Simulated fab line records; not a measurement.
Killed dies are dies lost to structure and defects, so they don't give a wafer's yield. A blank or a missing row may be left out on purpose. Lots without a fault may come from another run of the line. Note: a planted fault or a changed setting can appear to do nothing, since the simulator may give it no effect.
fab line records | flow nand_harc
[record] lots = 13 wafers = 39 last_day = 33
route steps=1302 shown A_DECK1_JOINT@518 A_ONON_D2@564 A_CHANNEL_HOLE_D2@584 END@1302
lots untouched by any fault: they come from a run of this same line in which no faults occurred
start_h: start of the lot's first displayed wafer, in hours after the record's first day | wait_h: hours since the lot's step before | " unchanged from the row above | L1.1+2: several wafers, shown together as one row | - value missing, or start not given | * or withheld: withheld | < > ~ a bound
route shown NAME@n: names a module that has steps shown in the file, with the first one's number in the route | usual: average and standard deviation across the fault-free wafers | same: alike in all rows | chamber/n: place in a boat | sites: the reading at each site | _std_site: how widely they spread, as a standard deviation | _edge_site: the outer-site mean with the inner-site mean subtracted | radius_mm: how far each site lies from the wafer's centre | mask NAME#n: copy n | behind: the tool/chamber that last shaped the wafer | hold: cause of the lot's hold/its duration in hours/its outcome | device: which transistor (n, p or np) failed to switch | end of line: the route-end tests of the same wafers | a step with no rows: only its recipe | killed: the dies lost at the first sort to structure and to defects; this is not the yield of the wafer | map: shows each die of a wafer: x if killed, . if not, _ if none is there
set.NAME: the setting the step ran with; set.NAME@STEP: the setting that earlier step ran with | model.NAME: the simulator's own value behind a step, which no gauge read
a sample of lots followed through the steps of the route, with each step as a table and each wafer as a row
services: from which hour (start_h, from the record's first day; less than 0 if before it) a tool's chamber was out of use, for how many hours, and why
[[steps]]
[step NHARC_A_DECK1_JOINT_ETCHBACK_07]
[recipe] target_depth_a = 1050 time_s = 26.9 hbr_flow_sccm = 150 rf_w = 350 icp_w = 350 bias_w = 60 chemistry = HBr
[usual] chamber_pressure_mTorr = 14.999/0.013 drypump_motor_current_A = 5.9/0.48 oes_product_au = 0.999/0.0089 throttle_valve_pct = 23.266/0.009
// columns lot.wafer tool chamber start_h wait_h chamber_pressure_mTorr drypump_motor_current_A oes_product_au rf_hours_counter_h throttle_valve_pct
L940.3 rie_si-05 3 295.67 0.1 15.004 6.6 1.000 1.02 23.275
L940.1 " 0 " " 14.988 5.6 1.003 1.09 23.260
L940.5 " 0 " " 14.995 5.6 0.992 - 23.269
L939.2 rie_si-04 3 295.68 0.1 14.974 5.0 1.008 0.87 23.255
L939.1 " 0 " " 15.006 5.2 1.002 0.82 23.266
L939.5 " 2 " " 14.992 6.2 1.003 - 23.263
L941.4 rie_si-04 2 318.15 0.1 14.996 6.2 0.978 0.97 23.263
L941.3 " 3 " " 15.004 5.0 1.001 1.03 23.253
L941.6 " 2 " " 14.991 6.2 0.990 - 23.263
L948.2 rie_si-05 1 394.35 0.1 15.018 6.1 1.003 0.62 23.248
L948.3 " 2 " " 14.996 6.2 0.995 0.62 23.261
L948.5 " 0 " " 15.000 5.6 0.999 - 23.269
L949.3 rie_si-04 0 399.74 0.1 15.005 5.2 1.001 0.39 23.267
L949.2 " 1 " " 15.006 5.8 0.996 0.34 23.257
L949.5 " 3 " " 15.005 5.0 0.995 - 23.272
L951.1 rie_si-04 3 403.40 0.1 15.014 5.0 1.009 0.43 23.242
L951.5 " 1 " " 14.973 5.8 1.001 - 23.265
L951.6 " 2 " " 14.989 6.2 0.993 - 23.275
L952.1 rie_si-05 3 409.65 0.1 14.995 6.6 1.015 0.69 23.270
L952.5 " 2 " " 14.978 6.2 0.997 - 23.282
L952.6 " 3 " " 14.999 6.6 1.004 - 23.287
L950.2 rie_si-04 2 409.65 0.1 14.994 6.2 0.997 0.42 23.255
L950.3 " 0 " " 15.016 5.2 1.005 0.43 23.253
L950.5 " 1 " " 14.989 5.8 1.001 - 23.264
L953.1 rie_si-04 2 426.31 0.1 14.983 6.2 1.001 0.50 23.257
L953.3 " 3 " " 14.986 5.0 0.996 0.51 23.272
L953.2 " 0 " " 14.981 5.2 0.992 0.53 23.256
L954.2 rie_si-05 3 441.48 0.1 14.988 6.6 1.006 0.92 23.252
L954.4 " 0 " " 15.000 5.6 0.994 0.89 23.251
L954.5 " 0 " " 14.983 5.6 0.980 - 23.274
L955.4 rie_si-05 1 456.62 0.1 14.970 6.1 0.997 1.03 23.270
L955.3 " 3 " " 14.997 6.6 1.008 0.99 23.280
L955.6 " 1 " " 14.999 6.1 0.998 - 23.262
L956.1 rie_si-01 2 467.30 0.1 15.002 5.4 1.004 0.51 23.272
L956.3 " 3 " " 15.014 5.6 1.001 0.58 23.274
L956.6 " 2 " " 14.991 5.5 0.993 - 23.273
L957.1 rie_si-05 3 472.01 0.1 14.993 6.6 0.998 1.10 23.266
L957.2 " 1 " " 15.010 6.1 0.988 1.11 23.272
L957.6 " 2 " " 15.017 6.2 0.999 - 23.278
[step NHARC_A_ONON_D2_DEP_28]
[recipe] target_thk_a = 10000 n2_flow_sccm = 2750 n2o_flow_sccm = 2000 nh3_flow_sccm = 500 sih4_flow_sccm = 210 temp_c = 400
[usual] n2o_flow_sccm = 1999/6.7
// columns lot.wafer tool chamber start_h wait_h n2o_flow_sccm
L939.1 pecvd_onon-04 0 342.88 0.1 2006
L939.2 " 0 " " 2005
L939.5 " 0 " " 1999
L940.1 pecvd_onon-01 0 342.89 0.1 1998
L940.3 " 0 " " 2006
L940.5 " 0 " " 2004
L941.3 pecvd_onon-01 0 362.50 0.2 2001
L941.4 " 0 " " 2001
L941.6 " 0 " " 1996
L948.2 pecvd_onon-04 0 439.74 0.1 1983
L948.3 " 0 " " 1991
L948.5 " 0 " " 1985
L951.1 pecvd_onon-03 0 445.16 0.1 1991
L951.5 " 0 " " 1993
L951.6 " 0 " " 2002
L949.2 pecvd_onon-04 0 445.25 0.1 2002
L949.3 " 0 " " 1998
L949.5 " 0 " " 1999
L950.2 pecvd_onon-04 0 458.35 0.2 1996
L950.3 " 0 " " 1998
L950.5 " 0 " " 2009
L952.1 pecvd_onon-04 0 458.64 0.2 1994
L952.5 " 0 " " 2001
L952.6 " 0 " " 1989
L953.1 pecvd_onon-03 0 475.77 0.1 2006
L953.2 " 0 " " 1993
L953.3 " 0 " " 1990
L954.2 pecvd_onon-03 0 488.75 0.1 1990
L954.4 " 0 " " 1992
L954.5 " 0 " " 2000
L955.3 pecvd_onon-03 0 507.46 0.2 2011
L955.4 " 0 " " 2001
L955.6 " 0 " " 2001
L956.1 pecvd_onon-01 0 511.10 0.1 1999
L956.3 " 0 " " 1996
L956.6 " 0 " " 1997
L957.1 pecvd_onon-01 0 518.86 0.1 1991
L957.2 " 0 " " 2004
L957.6 " 0 " " 2001
[step NHARC_A_ONON_D2_THK_MEAS_30]
[recipe] thk_meas_gauge = ellipsometry
[usual] thk_nm = 1002/9.7
// columns lot.wafer tool chamber start_h wait_h thk_nm
L939.1 film_metro-01 - 343.39 - 992
L939.2 " - " " 989
L939.5 " - " " 989
L940.1 film_metro-02 - 343.40 - 798
L940.3 " - " " 797
L940.5 " - " " 798
L941.3 film_metro-01 - 362.89 - 806
L941.4 " - " " 806
L941.6 " - " " 806
L948.2 film_metro-01 - 440.20 - 1010
L948.3 " - " " 1011
L948.5 " - " " 1012
L951.1 film_metro-02 - 445.67 - 1002
L951.5 " - " " 1002
L951.6 " - " " 1001
L949.2 film_metro-02 - 445.71 - 1002
L949.3 " - " " 1001
L949.5 " - " " 1000
L950.2 film_metro-01 - 458.80 - 994
L950.3 " - " " 995
L950.5 " - " " 994
L952.1 film_metro-01 - 459.15 - 1009
L952.5 " - " " 1010
L952.6 " - " " 1009
L953.1 film_metro-02 - 476.28 - 1015
L953.2 " - " " 1016
L953.3 " - " " 1016
L954.2 film_metro-01 - 489.19 - 986
L954.4 " - " " 984
L954.5 " - " " 985
L955.3 film_metro-02 - 507.86 - 987
L955.4 " - " " 991
L955.6 " - " " 988
L956.1 film_metro-02 - 511.62 - 992
L956.3 " - " " 991
L956.6 " - " " 992
L957.1 film_metro-01 - 519.37 - 1002
L957.2 " - " " 1002
L957.6 " - " " 1003
[step NHARC_A_CHANNEL_HOLE_D2_INSPECT_12]
[usual] raw_defect_count = 28/22
// columns lot.wafer tool chamber start_h wait_h raw_defect_count
L939.1 defect_inspect-02 - 346.78 0.0 69
L939.2 " - " " 66
L939.5 " - " " 46
L948.2 defect_inspect-02 - 443.54 0.0 11
L948.3 " - " " 12
L948.5 " - " " 13
L951.1 defect_inspect-01 - 451.60 0.0 16
L951.5 " - " " 16
L951.6 " - " " 9
L949.2 defect_inspect-02 - 451.77 0.0 49
L949.3 " - " " 54
L949.5 " - " " 45
L950.2 defect_inspect-02 - 463.43 0.0 18
L950.3 " - " " 23
L950.5 " - " " 19
L952.1 defect_inspect-01 - 464.57 0.0 63
L952.5 " - " " 50
L952.6 " - " " 44
L953.1 defect_inspect-02 - 479.66 0.0 29
L953.2 " - " " 20
L953.3 " - " " 19
L954.2 defect_inspect-02 - 495.04 0.0 21
L954.4 " - " " 22
L954.5 " - " " 24
L955.3 defect_inspect-02 - 512.91 0.0 5
L955.4 " - " " 6
L955.6 " - " " 8
L956.1 defect_inspect-01 - 515.28 0.0 30
L956.3 " - " " 33
L956.6 " - " " 28
L957.1 defect_inspect-02 - 523.78 0.0 6
L957.2 " - " " 13
L957.6 " - " " 5
[step NHARC_END_SORT_01]
[recipe] temp_c = 25
[usual] killed_at_array = 59/16 killed_at_other = 0.8/1.1 killed_at_periphery = 3.6/2.4 killed_dies = 64/16 killed_open = 3.4/1.8 killed_short = 2.5/1.6
[same] gross_dies = 677
// columns lot.wafer tool chamber start_h wait_h killed_at_array killed_at_other killed_at_periphery killed_dies killed_open killed_short
L940.1 prober-01 0 613.55 2.5 673 0 4 677 5 1
L940.3 prober-01 0 615.16 3.1 669 0 8 677 9 2
L940.5 prober-01 0 616.76 3.7 673 0 4 677 2 1
L941.3 prober-01 0 632.97 3.1 677 0 0 677 1 2
L941.4 prober-01 0 633.76 3.4 674 0 3 677 7 3
L941.6 prober-01 0 635.33 3.9 677 0 0 677 0 0
L950.2 prober-01 0 734.53 2.8 73 0 4 77 5 3
L950.5 prober-01 0 736.96 3.7 73 0 2 75 6 2
L953.1 prober-01 0 753.38 2.5 72 0 4 76 4 1
L953.2 prober-01 0 754.17 2.8 56 0 2 58 0 1
L953.3 prober-01 0 754.95 3.1 51 0 4 55 2 3
// killed by level:class
L940.1 A_ONON_D2:area_dep=603 A_CHANNEL_HOLE_D2:chamber_film_flake=32 A_SLIT:chamber_film_flake=22 A_CHANNEL_HOLE_D1:chamber_film_flake=6 A_CONTACT:chamber_film_flake=4 P_GATE:geometric_particle:open=2 P_ZERO_WELL:chamber_film_flake=2 A_STAIRCASE:chamber_film_flake=2
L940.3 A_ONON_D2:area_dep=598 A_SLIT:chamber_film_flake=32 A_CHANNEL_HOLE_D2:chamber_film_flake=24 A_CHANNEL_HOLE_D1:chamber_film_flake=4 A_CONTACT:chamber_film_flake=4 P_GATE:geometric_particle:open=2 P_ZERO_WELL:chamber_film_flake=2 A_STAIRCASE:chamber_film_flake=2
L940.5 A_ONON_D2:area_dep=590 A_CHANNEL_HOLE_D2:chamber_film_flake=39 A_SLIT:chamber_film_flake=31 A_CHANNEL_HOLE_D1:chamber_film_flake=4 A_CONTACT:chamber_film_flake=3 A_STAIRCASE:chamber_film_flake=2 A_M1:chamber_film_flake=2 P_M0:geometric_particle:open=1
L941.3 A_ONON_D2:area_dep=607 A_CHANNEL_HOLE_D2:chamber_film_flake=41 A_CONTACT:chamber_film_flake=13 A_CHANNEL_HOLE_D1:chamber_film_flake=5 A_WL_FILL:chamber_film_flake=4 A_STAIRCASE:chamber_film_flake=3 A_ONON_D2:geometric_particle:short=2 A_CHANNEL_FILL_D1:geometric_particle:open=1
L941.4 A_ONON_D2:area_dep=627 A_CHANNEL_HOLE_D2:chamber_film_flake=28 A_CONTACT:chamber_film_flake=8 A_CHANNEL_HOLE_D1:chamber_film_flake=2 P_M0:geometric_particle:open=1 P_M2:geometric_particle:short=1 P_BONDPAD:geometric_particle:open=1 A_SOURCE_PLATE:geometric_particle:open=1
L941.6 A_ONON_D2:area_dep=629 A_CHANNEL_HOLE_D2:chamber_film_flake=27 A_CONTACT:chamber_film_flake=11 A_CHANNEL_HOLE_D1:chamber_film_flake=4 A_STAIRCASE:chamber_film_flake=3 A_WL_FILL:chamber_film_flake=2 A_CHANNEL_FILL_D2:chamber_film_flake=1
L950.2 A_CHANNEL_HOLE_D2:chamber_film_flake=26 A_SLIT:chamber_film_flake=19 A_CHANNEL_HOLE_D1:chamber_film_flake=13 A_STAIRCASE:chamber_film_flake=4 A_CONTACT:chamber_film_flake=4 P_M0:geometric_particle:open=2 A_CHANNEL_FILL_D1:geometric_particle:short=2 A_CHANNEL_FILL_D2:chamber_film_flake=2
L950.5 A_SLIT:chamber_film_flake=32 A_CHANNEL_HOLE_D1:chamber_film_flake=14 A_CHANNEL_HOLE_D2:chamber_film_flake=14 A_STAIRCASE:chamber_film_flake=4 P_CONTACT:geometric_particle:open=1 P_M0:geometric_particle:open=1 A_ONON_D1:geometric_particle:open=1 A_DECK1_JOINT:geometric_particle:open=1
L953.1 A_SLIT:chamber_film_flake=36 A_CHANNEL_HOLE_D1:chamber_film_flake=17 A_STAIRCASE:chamber_film_flake=5 A_CHANNEL_HOLE_D2:chamber_film_flake=4 P_STI:chamber_film_flake=2 A_CONTACT:chamber_film_flake=2 A_M0:chamber_film_flake=2 P_M1:geometric_particle:short=1
L953.2 A_SLIT:chamber_film_flake=30 A_CHANNEL_HOLE_D1:chamber_film_flake=14 A_CONTACT:chamber_film_flake=6 P_GATE:chamber_film_flake=2 A_CHANNEL_HOLE_D2:chamber_film_flake=2 A_STAIRCASE:chamber_film_flake=2 A_CHANNEL_HOLE_D1:geometric_particle:short=1 A_CHANNEL_FILL_D2:chamber_film_flake=1
L953.3 A_SLIT:chamber_film_flake=36 A_CHANNEL_HOLE_D1:chamber_film_flake=8 A_CONTACT:chamber_film_flake=2 P_GATE:geometric_particle:open=1 P_CONTACT:geometric_particle:short=1 A_SOURCE_PLATE:geometric_particle:short=1 A_CHANNEL_FILL_D1:geometric_particle:short=1 A_DECK1_JOINT:geometric_particle:open=1
[[services]]
// columns tool chamber start_h hours kind
rie_si-05 1 293.70 12.3 repair
rie_si-05 - 305.05 9.0 pm
rie_si-05 0 305.05 9.0 vent_cycle
rie_si-05 2 305.05 9.0 vent_cycle
rie_si-05 3 305.05 9.0 vent_cycle
pecvd_onon-04 - 311.31 13.0 pm
rie_si-05 0 314.05 - clean
rie_si-05 1 314.05 - clean
rie_si-05 2 314.05 - clean
rie_si-04 2 322.18 1.9 repair
rie_si-05 3 334.30 4.7 repair
rie_si-04 - 342.00 9.0 pm
rie_si-01 3 350.26 8.3 repair
rie_si-01 - 370.00 9.0 pm
rie_si-05 - 384.88 0.3 repair
pecvd_onon-03 - 408.00 13.0 pm
pecvd_onon-01 - 450.76 13.0 pm
pecvd_onon-03 - 454.56 5.3 repair
rie_si-04 2 460.17 4.0 repair
rie_si-05 - 461.33 0.3 repair
rie_si-05 - 482.05 9.0 pm
pecvd_onon-04 - 492.41 13.0 pm
rie_si-01 0 504.07 7.5 repair
rie_si-04 - 519.00 9.0 pm
[[key]]
[first_sign] step = NHARC_A_ONON_D2_THK_MEAS_30 reading = thk_nm direction = down sigmas = 21 usual = 1002 struck = 802
[effect] step = NHARC_END_SORT_01 reading = killed_dies direction = up sigmas = 39 usual = 64 struck = 677
[more_kills_born_at] NHARC_A_ONON_D2_DEP_28@pecvd_onon-01 = 3654
met_at NHARC_A_ONON_D2_DEP_28
struck_lots L940,L941
later_rows_left_out L940.1,L940.3,L940.5,L941.3,L941.4,L941.6
tester_left_out L940,L941
not_acting_at NHARC_A_DECK1_JOINT_ETCHBACK_07,NHARC_A_CHANNEL_HOLE_D2_INSPECT_12
[fault] kind = process_parameter_drift tool = pecvd_onon-01 chamber = - onset_h = 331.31 steps = NHARC_A_ONON_D2_DEP_28 channel = target_thk_a offset = * shape = step end_h = 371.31 acts_in = * stated = *
// tester_left_out: of these lots the tester's yield and bins aren't shown, on N5 and GAA mostly nor the transistor test; their killed dies are dies lost to structure and defects alone, not to doping, threshold or leakage, so they don't give the yield
// later_rows_left_out: the simulator's readings of these wafers behind a module that went badly wrong aren't trusted and aren't shown, but for the sort
